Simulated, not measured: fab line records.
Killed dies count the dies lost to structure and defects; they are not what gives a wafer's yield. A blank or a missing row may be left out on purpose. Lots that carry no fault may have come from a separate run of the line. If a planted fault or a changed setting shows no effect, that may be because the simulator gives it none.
Which of the tools did it? + flow n5-finfet + Sampling: 9 lots, 27 wafers, 6 of 1938 route steps

WHAT EACH GAUGE READ, for each wafer
N5_FIN_CUT_INSPECT_17: inspects for defects (brightfield). Usual: raw-defect-count reads 226 (standard deviation 63).
| lot  | measured    | on                | raw-defect-count | flag |
|------|-------------|-------------------|------------------|------|
| L264 | day 2 09:11 | defect-inspect-01 | 223 210 241      |      |
| L269 | day 3 17:22 | defect-inspect-02 | 203 176 169      |      |
| L274 | day 4 21:34 | defect-inspect-02 | 158 107 179      |      |
| L277 | day 5 16:31 | defect-inspect-02 | 285 310 327      |      |
| L279 | day 6 03:55 | defect-inspect-02 | 315 1007 1082    | OFF  |
| L280 | day 6 09:46 | defect-inspect-01 | 171 1013 220     | OFF  |
| L283 | day 7 03:24 | defect-inspect-01 | 226 217 284      |      |
| L285 | day 7 15:59 | defect-inspect-01 | 258 269 261      |      |
| L286 | day 7 21:38 | defect-inspect-02 | 196 222 283      |      |

N5_STI_FIN_REVEAL_THK_MEAS_05. Usual: thk-nm reads 131.6 nm (standard deviation 1.3).
| lot  | measured    | on            | thk-nm (nm)       | flag |
|------|-------------|---------------|-------------------|------|
| L264 | day 2 16:03 | film-metro-01 | 130.6 133.2 131.5 |      |
| L269 | day 3 22:55 | film-metro-01 | 131.4 130.5 130.8 |      |
| L274 | day 5 03:51 | film-metro-01 | 130.4 131.1 131.1 |      |
| L277 | day 5 21:58 | film-metro-01 | 131.5 131.3 132.4 |      |
| L279 | day 6 09:20 | film-metro-02 | 132.1 132.9 133.2 |      |
| L280 | day 6 15:12 | film-metro-01 | 131.4 133.1 132.0 |      |
| L283 | day 7 09:20 | film-metro-01 | 130.6 132.8 131.0 |      |
| L285 | day 7 21:25 | film-metro-01 | 131.5 131.9 130.4 |      |
| L286 | day 8 03:26 | film-metro-01 | 128.7 132.4 130.9 |      |

N5_BEOL_M4_RC_MEAS_101. Usual: DIBL_N 36.7 mV/V, standard deviation 1.8; DIBL_P 37.0 mV/V, standard deviation 2.4; IOFF_N 0.17 nA/um, standard deviation 0.036; IOFF_P 0.22 nA/um, standard deviation 0.042; ION_N 673 uA/um, standard deviation 12; ION_P 462 uA/um, standard deviation 8.5; SS_N 71.7 mV/dec, standard deviation 0.62; SS_P 73.4 mV/dec, standard deviation 0.65; VT_N 250 mV, standard deviation 3.7; VT_P -250 mV, standard deviation 3.7.
| lot  | measured     | on        | DIBL_N (mV/V)  | DIBL_P (mV/V)  | IOFF_N (nA/um) | IOFF_P (nA/um) | ION_N (uA/um) | ION_P (uA/um) | SS_N (mV/dec)  | SS_P (mV/dec)  | VT_N (mV)   | VT_P (mV)      | flag |
|------|--------------|-----------|----------------|----------------|----------------|----------------|---------------|---------------|----------------|----------------|-------------|----------------|------|
| L264 | day 8 20:34  | prober-02 | 38.5 38.2 37.8 | 39.0 39.0 37.4 | 0.19 0.21 0.19 | 0.25 0.24 0.22 | 671 675 667   | 461 460 457   | 71.5 71.9 72.0 | 73.3 74.6 73.4 | 250 245 250 | -250 -250 -249 |      |
| L269 | day 10 17:13 | prober-01 | 35.5 36.9 39.9 | 35.9 37.3 40.9 | 0.15 0.17 0.24 | 0.21 0.22 0.27 | 669 669 687   | 461 460 463   | 71.5 72.1 73.2 | 72.5 73.8 74.7 | 248 250 244 | -252 -252 -250 |      |
| L274 | day 10 21:02 | prober-02 | 37.4 36.3 37.2 | 38.1 37.3 36.4 | 0.18 0.16 0.16 | 0.23 0.23 0.21 | 675 687 689   | 459 471 470   | 71.5 71.8 71.9 | 74.1 73.4 73.1 | 248 249 248 | -251 -250 -250 |      |
| L277 | day 12 16:13 | prober-01 | 36.7 35.1 37.1 | 38.6 35.9 38.7 | 0.16 0.14 0.19 | 0.23 0.18 0.23 | 667 662 691   | 458 453 466   | 71.5 72.0 71.7 | 74.3 74.2 74.5 | 250 252 245 | -251 -257 -253 |      |
| L279 | day 12 08:33 | prober-02 | 34.4 36.2 34.7 | 35.6 37.1 35.4 | 0.13 0.15 0.13 | 0.18 0.22 0.18 | 669 677 654   | 461 474 457   | 69.5 71.6 71.0 | 72.7 73.1 73.0 | 251 249 251 | -253 -247 -251 |      |
| L280 | day 12 18:59 | prober-02 | 39.3 40.1 37.9 | 41.1 41.8 40.0 | 0.23 0.24 0.21 | 0.29 0.32 0.28 | 690 694 692   | 478 473 478   | 71.9 72.3 72.5 | 73.8 74.4 74.2 | 243 243 243 | -244 -242 -242 |      |
| L283 | day 13 12:33 | prober-01 | 35.7 36.7 32.1 | 34.9 36.2 30.0 | 0.15 0.17 0.10 | 0.19 0.22 0.14 | 678 686 662   | 461 464 456   | 71.4 71.0 70.7 | 73.1 73.8 72.4 | 251 250 256 | -249 -249 -255 |      |
| L285 | day 14 18:44 | prober-02 | 37.6 36.9 36.6 | 38.4 37.5 37.7 | 0.18 0.16 0.16 | 0.24 0.22 0.23 | 684 671 676   | 467 460 469   | 72.0 71.8 71.8 | 72.7 73.1 73.9 | 248 249 249 | -250 -254 -251 |      |
| L286 | day 15 19:44 | prober-01 | 36.6 36.8 35.9 | 36.4 35.9 35.0 | 0.15 0.16 0.14 | 0.19 0.20 0.18 | 669 682 670   | 454 464 455   | 71.8 71.9 71.6 | 72.8 73.6 73.4 | 251 248 251 | -252 -253 -254 |      |

WHICH TOOL RAN EACH LOT (tool, then ch and the chambers of the sampled wafers, then the start)
| lot  | N5_FIN_CUT_CUT_ETCH_15          | N5_STI_FIN_REVEAL_DENSIFY_30    | N5_STI_FIN_REVEAL_STRIP_24        |
|------|---------------------------------|---------------------------------|-----------------------------------|
| L264 | rie-si-04 ch 0,1, day 2 08:54   | rtp-anneal-01 ch 0, day 2 16:10 | rie-diel-04 ch 0,1, day 2 16:23   |
| L269 | rie-si-04 ch 0,2,3, day 3 17:05 | rtp-anneal-01 ch 0, day 3 22:57 | rie-diel-04 ch 0,1,2, day 3 23:12 |
| L274 | rie-si-04 ch 0,1,2, day 4 21:09 | rtp-anneal-02 ch 0, day 5 03:53 | rie-diel-01 ch 0,3, day 5 04:08   |
| L277 | rie-si-06 ch 0,3, day 5 16:13   | rtp-anneal-02 ch 0, day 5 21:59 | rie-diel-04 ch 1,2,3, day 5 22:14 |
| L279 | rie-si-04 ch 0,3, day 6 03:35   | rtp-anneal-02 ch 0, day 6 09:37 | rie-diel-01 ch 0,1,2, day 6 09:50 |
| L280 | rie-si-04 ch 0,2,3, day 6 09:29 | rtp-anneal-01 ch 0, day 6 15:17 | rie-diel-04 ch 0,2,3, day 6 15:29 |
| L283 | rie-si-06 ch 0,3, day 7 03:07   | rtp-anneal-02 ch 0, day 7 09:22 | rie-diel-01 ch 2,3, day 7 09:50   |
| L285 | rie-si-01 ch 0,2,3, day 7 15:41 | rtp-anneal-02 ch 0, day 7 21:36 | rie-diel-04 ch 2,3, day 7 21:50   |
| L286 | rie-si-06 ch 0,1,2, day 7 21:21 | rtp-anneal-02 ch 0, day 8 03:28 | rie-diel-01 ch 0,1,2, day 8 03:51 |
- N5_FIN_CUT_CUT_ETCH_15: etches Si in HBr/Cl2/O2, target depth 100 nm, bt time 10 s, time 42.4 s.
- N5_STI_FIN_REVEAL_DENSIFY_30
- N5_STI_FIN_REVEAL_STRIP_24: strips in N2/H2, time 90 s.

AS READ BY THE TOOLS THEMSELVES (means over the sampled wafers that have a number; for cases with no such wafer, the mark the record gives instead)
N5_FIN_CUT_CUT_ETCH_15. Usual: drypump-motor-current-A 5.7 A, standard deviation 0.45; oes-product-au 0.994 a.u., standard deviation 0.02; throttle-valve-pct 37.0 %, standard deviation 0.31.
| lot  | tool      | drypump-motor-current-A (A) | oes-product-au (a.u.) | throttle-valve-pct (%) | flag |
|------|-----------|-----------------------------|-----------------------|------------------------|------|
| L264 | rie-si-04 | 6.0                         | 1.015                 | 37.1                   |      |
| L269 | rie-si-04 | 5.9                         | 1.007                 | 36.8                   |      |
| L274 | rie-si-04 | 5.8                         | 1.005                 | 37.0                   |      |
| L277 | rie-si-06 | 5.4                         | 0.991                 | 37.3                   |      |
| L279 | rie-si-04 | 6.3                         | 1.020                 | 36.8                   |      |
| L280 | rie-si-04 | 6.0                         | 1.013                 | 36.8                   |      |
| L283 | rie-si-06 | 5.4                         | 0.990                 | 37.3                   |      |
| L285 | rie-si-01 | 5.9                         | 0.977                 | 36.9                   |      |
| L286 | rie-si-06 | 5.5                         | 0.992                 | 37.2                   |      |

N5_STI_FIN_REVEAL_DENSIFY_30. Usual: lamp-power-pct 11.53 %, standard deviation 0.053; lamp_zone_1_pct 11.528 %, standard deviation 0.02.
| lot  | tool          | lamp-power-pct (%) | lamp_zone_1_pct (%) | flag |
|------|---------------|--------------------|---------------------|------|
| L264 | rtp-anneal-01 | 11.51              | 11.531              |      |
| L269 | rtp-anneal-01 | 11.56              | 11.535              |      |
| L274 | rtp-anneal-02 | 11.54              | 11.548              |      |
| L277 | rtp-anneal-02 | 11.55              | 11.533              |      |
| L279 | rtp-anneal-02 | 11.51              | 11.533              |      |
| L280 | rtp-anneal-01 | 11.54              | 11.505              |      |
| L283 | rtp-anneal-02 | 11.56              | 11.531              |      |
| L285 | rtp-anneal-02 | 11.53              | 11.537              |      |
| L286 | rtp-anneal-02 | 11.50              | 11.528              |      |

N5_STI_FIN_REVEAL_STRIP_24. Usual: drypump-motor-current-A 5.7 A, standard deviation 0.44; oes-product-au 0.79 a.u., standard deviation 0.091; rf-vpp-V 45.4 V, standard deviation 0.8; showerhead-plenum-p-Torr 3.39 Torr, standard deviation 0.13; throttle-valve-pct 12.19 %, standard deviation 0.26.
| lot  | tool        | drypump-motor-current-A (A) | oes-product-au (a.u.) | rf-vpp-V (V) | showerhead-plenum-p-Torr (Torr) | throttle-valve-pct (%) | flag |
|------|-------------|-----------------------------|-----------------------|--------------|---------------------------------|------------------------|------|
| L264 | rie-diel-04 | 5.9                         | 0.71                  | 45.2         | 3.31                            | 12.43                  |      |
| L269 | rie-diel-04 | 5.9                         | 0.78                  | 45.3         | 3.33                            | 12.22                  |      |
| L274 | rie-diel-01 | 4.9                         | 0.87                  | 45.7         | 3.51                            | 11.97                  |      |
| L277 | rie-diel-04 | 6.0                         | 0.79                  | 45.2         | 3.39                            | 12.17                  |      |
| L279 | rie-diel-01 | 5.5                         | 0.79                  | 46.1         | 3.42                            | 12.25                  |      |
| L280 | rie-diel-04 | 5.7                         | 0.87                  | 45.0         | 3.43                            | 12.02                  |      |
| L283 | rie-diel-01 | 5.9                         | 0.90                  | 46.2         | 3.59                            | 12.02                  |      |
| L285 | rie-diel-04 | 5.8                         | 0.78                  | 45.6         | 3.36                            | 12.16                  |      |
| L286 | rie-diel-01 | 5.5                         | 0.78                  | 45.7         | 3.41                            | 12.29                  |      |

THE ANSWER, worked out from the rows above alone
Rule: a lot is off if the mean of its wafers that have a number lies more than 3 standard deviations from the usual mean. A lot without any number at a reading at which 4 lots or more have one is off too. Any other lot the step has rows for is counted as sound. First the gauges in route order, then the tools' own readings, where a lot's mean is used as printed above. The first step at which some lot is off is used, and at that step the reading that is off furthest; a lot without a number counts as furthest.
Off, at N5_FIN_CUT_INSPECT_17 on raw-defect-count: L279, L280.
A tool fits if, at a process step before that reading, it ran every lot that is off, and no sound lot after the first of them. Gauges at N5_FIN_CUT_INSPECT_17: tried the same way as those tools. One candidate fits, namely rie-si-04 at N5_FIN_CUT_CUT_ETCH_15. Its last sound lot is L274 (day 4 21:09), its first lot that is off L279 (day 6 03:35): a fault that began between those two fits.

WHAT HAD BEEN PUT IN BY THE SIMULATOR
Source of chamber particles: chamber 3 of rie-si-04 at N5_FIN_CUT_CUT_ETCH_15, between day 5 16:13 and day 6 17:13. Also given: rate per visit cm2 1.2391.
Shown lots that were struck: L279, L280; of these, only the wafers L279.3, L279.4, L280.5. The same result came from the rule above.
